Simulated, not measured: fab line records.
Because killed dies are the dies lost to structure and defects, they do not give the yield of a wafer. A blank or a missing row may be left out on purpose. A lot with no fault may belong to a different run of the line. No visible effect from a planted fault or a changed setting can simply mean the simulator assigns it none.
Matching of chambers :: flow n5_finfet :: N5_BEOL_M5_CURE_80 on uv_cure-02: 3 sister chambers
The step cures SiCOH lowk, time 120 s. 3 wafers are shown with their chamber, then 8 later ones without.

== WAFERS PAIRED WITH THEIR CHAMBERS ==
wafer: L075.4
chamber: 2
wafer_temp_C_max: 371.6

wafer: L077.6
chamber: 0
wafer_temp_C_max: 372.1

wafer: L081.2
chamber: 1
wafer_temp_C_max: 372.0

== WAFERS MISSING THEIR CHAMBER ==
wafer: L081.4
wafer_temp_C_max: 372.0

wafer: L081.6
wafer_temp_C_max: 371.5

wafer: L083.1
wafer_temp_C_max: 371.9

wafer: L083.2
wafer_temp_C_max: 372.3

wafer: L083.6
wafer_temp_C_max: 372.4

wafer: L096.1
wafer_temp_C_max: 372.2

wafer: L096.3
wafer_temp_C_max: 371.8

wafer: L096.5
wafer_temp_C_max: 372.5

== THE CHAMBER EACH PASSED THROUGH ==
wafer: L081.4
from the rows above: can't be placed: 1 or 0 or 2
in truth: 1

wafer: L081.6
from the rows above: can't be placed: 2 or 1
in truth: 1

wafer: L083.1
from the rows above: can't be placed: 1 or 0 or 2
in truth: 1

wafer: L083.2
from the rows above: can't be placed: 0 or 1
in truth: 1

wafer: L083.6
from the rows above: can't be placed: 0 or 1
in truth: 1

wafer: L096.1
from the rows above: can't be placed: 0 or 1
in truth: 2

wafer: L096.3
from the rows above: can't be placed: 1 or 2 or 0
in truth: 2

wafer: L096.5
from the rows above: can't be placed: 0 or 1
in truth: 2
0 of 8 placed correctly. Cannot be placed on the basis of these rows: 8; the candidates contain the true chamber in 6. Placed wrongly: 0.
How it was worked out, from the rows above alone: a wafer's distance from a chamber is the root of the sum, over the readings, of the square of ((its reading less the chamber's mean) divided by the reading's scatter). If the next closest chamber is less than 2 further off than the closest, the wafer can't be placed; otherwise it belongs to the closest. For every chamber, the mean is computed from those of its wafers that are shown. The scatter: with one shown wafer a chamber, the root of the mean of the squares of how far each hidden wafer lies from its nearest shown one.
